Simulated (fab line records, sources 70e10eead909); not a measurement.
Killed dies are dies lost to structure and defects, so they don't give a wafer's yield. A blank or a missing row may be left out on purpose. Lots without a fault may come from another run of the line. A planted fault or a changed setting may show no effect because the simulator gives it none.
A struck lot beside a sound one | flow nand_harc | 13 steps out of a route of 1302
Sound: wafers L943.2, L943.3, L943.4. Struck: wafers L952.4, L952.5, L952.6. The cause comes at the end.
At each step with rows: each side's tool, then ch and its chambers, then its first start. Under that, the readings that differ: sound wafers | struck wafers | difference of the means | sigmas: that difference in standard deviations of wafers without a fault.
alike: readings whose means differ by less than 2 such deviations, and words and numbers that are the same on both sides. not compared: withheld readings, readings that some wafer has no value for, bounds like >300 that may hide the same value, and numbers for which the record gives no deviation and whose values overlap.
The two part at a step that has a row with sigmas, a row that says differs or no value, or rows on one side only. Numbers that don't overlap but have no deviation are shown without sigmas and don't part them. A reading that every wafer of one side lacks parts them only if that side has two wafers or more.

NHARC_P_M0_INSPECT_27:
  sound on defect_inspect-02, day 8 08:21; struck on defect_inspect-02, day 12 07:22
  alike: raw_defect_count
NHARC_P_M0_PRE_CLEAN_31: time 12 s.
  sound on pecvd-02 ch 0,1,2, day 8 08:25; struck on pecvd-01 ch 0,1,2, day 12 07:28
  alike: heater_power_w
NHARC_P_M0_DEP_32: deposits SiCN, target thk 30 nm.
  sound on pecvd-02 ch 0,1,2, day 8 08:30; struck on pecvd-01 ch 0,1,2, day 12 07:38
  alike: heater_power_w, showerhead_vpp_V
then, 8 steps without rows for these wafers: NHARC_P_M1_DEP_00 (deposits SiOC, target thk 182.5 nm); NHARC_P_M1_DEHYDRATE_01 (time 120 s); NHARC_P_M1_HMDS_02 (time 30 s); NHARC_P_M1_COAT_34 (time 65 s); NHARC_P_M1_COAT_03 (resist thk 90 nm); NHARC_P_M1_SOFTBAKE_04 (time 55 s); NHARC_P_M1_EBR_05; NHARC_P_M1_EXPOSE_06 (exposes mask P M1, target cd 130 nm).
NHARC_P_M1_PEB_07: peb time 65 s.
  sound on litho_track-06 ch 0, day 8 09:32; struck on litho_track-06, day 12 08:34
  no value came back on the struck wafers for chill_plate_temp_C (C), exhaust_pa (Pa), heater_power_total_W (W); on the sound wafers chill_plate_temp_C (C) reads 23.07 23.06 22.97
then, 1 step without rows for these wafers: NHARC_P_M1_DEVELOP_08 (develop time 35 s).

WHERE THEY PART
Only at NHARC_P_M1_PEB_07, within this record.

WHY: what the simulator had put in
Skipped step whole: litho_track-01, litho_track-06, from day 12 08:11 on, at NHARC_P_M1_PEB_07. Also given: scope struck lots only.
